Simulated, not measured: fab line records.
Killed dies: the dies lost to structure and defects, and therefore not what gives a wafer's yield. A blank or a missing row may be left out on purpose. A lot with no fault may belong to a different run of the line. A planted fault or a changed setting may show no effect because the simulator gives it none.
Chamber matching :: flow nandHarc :: NHARC_A_STAIRCASE_DESCUM_252 on rieDiel-03 has 4 sister chambers
The step chemistry O2, time 3 s. 4 wafers are shown with their chamber, then 12 later ones without.

## WAFERS PAIRED WITH THEIR CHAMBERS
wafer: L082.6
chamber: 2
drypumpMotorCurrentA (A): 6.2

wafer: L083.4
chamber: 0
drypumpMotorCurrentA (A): 4.8

wafer: L087.2
chamber: 1
drypumpMotorCurrentA (A): 6.3

wafer: L087.5
chamber: 3
drypumpMotorCurrentA (A): 5.8

## WAFERS WITH NO CHAMBER GIVEN
wafer: L089.2
drypumpMotorCurrentA (A): 6.3

wafer: L089.4
drypumpMotorCurrentA (A): 6.2

wafer: L089.6
drypumpMotorCurrentA (A): 4.9

wafer: L094.1
drypumpMotorCurrentA (A): 5.8

wafer: L094.4
drypumpMotorCurrentA (A): 4.8

wafer: L094.5
drypumpMotorCurrentA (A): 6.3

wafer: L096.2
drypumpMotorCurrentA (A): 6.3

wafer: L096.4
drypumpMotorCurrentA (A): 6.2

wafer: L096.6
drypumpMotorCurrentA (A): 6.3

wafer: L097.1
drypumpMotorCurrentA (A): 6.3

wafer: L097.3
drypumpMotorCurrentA (A): 6.2

wafer: L097.5
drypumpMotorCurrentA (A): 4.8

## THE CHAMBER EACH PASSED THROUGH
wafer: L089.2
from the rows above: 1
in truth: 1

wafer: L089.4
from the rows above: 2
in truth: 2

wafer: L089.6
from the rows above: 0
in truth: 0

wafer: L094.1
from the rows above: 3
in truth: 3

wafer: L094.4
from the rows above: 0
in truth: 0

wafer: L094.5
from the rows above: 1
in truth: 1

wafer: L096.2
from the rows above: 1
in truth: 1

wafer: L096.4
from the rows above: 2
in truth: 2

wafer: L096.6
from the rows above: 1
in truth: 1

wafer: L097.1
from the rows above: 1
in truth: 1

wafer: L097.3
from the rows above: 2
in truth: 2

wafer: L097.5
from the rows above: 0
in truth: 0
12 of 12 placed correctly. Number that these rows cannot place: 0. 0 placed wrongly.
How it was worked out, from the rows above alone: a wafer's distance from a chamber is the root of the sum, over the readings, of the square of ((its reading less the chamber's mean) divided by the reading's scatter). The wafer belongs to the nearest chamber; if the next one is less than 2 further off, it can't be placed. For every chamber, the mean is computed from those of its wafers that are shown. The scatter (one wafer shown for each chamber): square how far every hidden wafer sits from the nearest shown wafer, average those squares and take the square root.
